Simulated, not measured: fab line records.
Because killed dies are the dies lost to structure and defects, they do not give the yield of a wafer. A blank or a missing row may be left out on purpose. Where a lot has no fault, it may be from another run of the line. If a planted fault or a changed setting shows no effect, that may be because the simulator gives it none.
Which tool is to blame?    flow nand_harc    6 lots, 18 wafers sampled, at 5 steps of a route of 1302

## WHAT EACH GAUGE READ, for each wafer
NHARC_END_SORT_01.
lot   measured      on         killed_at_array
L704  day 30 10:09  prober-01  27 132 23

## WHAT TOOL EACH LOT RAN ON (gives the tool, then ch and the chambers of the sampled wafers, and finally the start)
lot   NHARC_A_BLC_PVD_32            NHARC_THIN_TSV_ETCH_15            NHARC_THIN_TSV_DEGAS_53       NHARC_THIN_TSV_STRIP_56
L694  pvd_sputter-01, day 23 10:59  rie_si-01 ch 0,1,2, day 24 18:47  pvd_sputter-03, day 24 22:43  plasma_asher-02 ch 0,1, day 25 00:25
L695  pvd_sputter-01, day 23 23:55  rie_si-05 ch 0,2, day 25 03:19    pvd_sputter-02, day 25 07:16  plasma_asher-02 ch 0,1, day 25 09:03
L697  pvd_sputter-03, day 25 10:59  rie_si-04 ch 0,1,3, day 26 13:16  pvd_sputter-02, day 26 17:11  plasma_asher-02 ch 0,1, day 26 19:05
L700  pvd_sputter-01, day 26 21:07  rie_si-04 ch 0,1,2, day 28 02:49  pvd_sputter-01, day 28 06:47  plasma_asher-02 ch 0,1, day 28 08:37
L702  pvd_sputter-02, day 28 02:49  rie_si-05 ch 0,3, day 29 07:32    pvd_sputter-03, day 29 11:53  plasma_asher-02 ch 0,1, day 29 13:39
L704  pvd_sputter-02, day 28 15:43  rie_si-05 ch 1,3, day 29 18:21    pvd_sputter-01, day 29 22:17  plasma_asher-01 ch 0,1, day 30 00:11
- NHARC_A_BLC_PVD_32: deposits Ti, target thk 5 nm, time 17.7 s.
- NHARC_THIN_TSV_ETCH_15: target depth 3000 nm, bosch target overetch cycles 2, bosch etch step 2.8 s.
- NHARC_THIN_TSV_DEGAS_53: time 60 s.
- NHARC_THIN_TSV_STRIP_56: strips in O2.

## THE ANSWER, worked out from the rows above alone
Rule: the usual values come from the lots themselves. Put in order of their means at a reading, lots are off if they are a third of the lots or fewer, leave a main group of 4 or more, and stand apart from it by a gap of 3 or more times the standard deviation of the main group's means; of several such gaps the widest counts. A main group is skipped when, at the precision printed for the reading in the tables above, its means are all equal. A lot without any number at a reading at which 4 lots or more have one is off too. All remaining lots with rows at the step are treated as sound.
Across all readings shown, no lot is off: no conclusion can be drawn from this.

## WHAT WAS PUT IN BY THE SIMULATOR
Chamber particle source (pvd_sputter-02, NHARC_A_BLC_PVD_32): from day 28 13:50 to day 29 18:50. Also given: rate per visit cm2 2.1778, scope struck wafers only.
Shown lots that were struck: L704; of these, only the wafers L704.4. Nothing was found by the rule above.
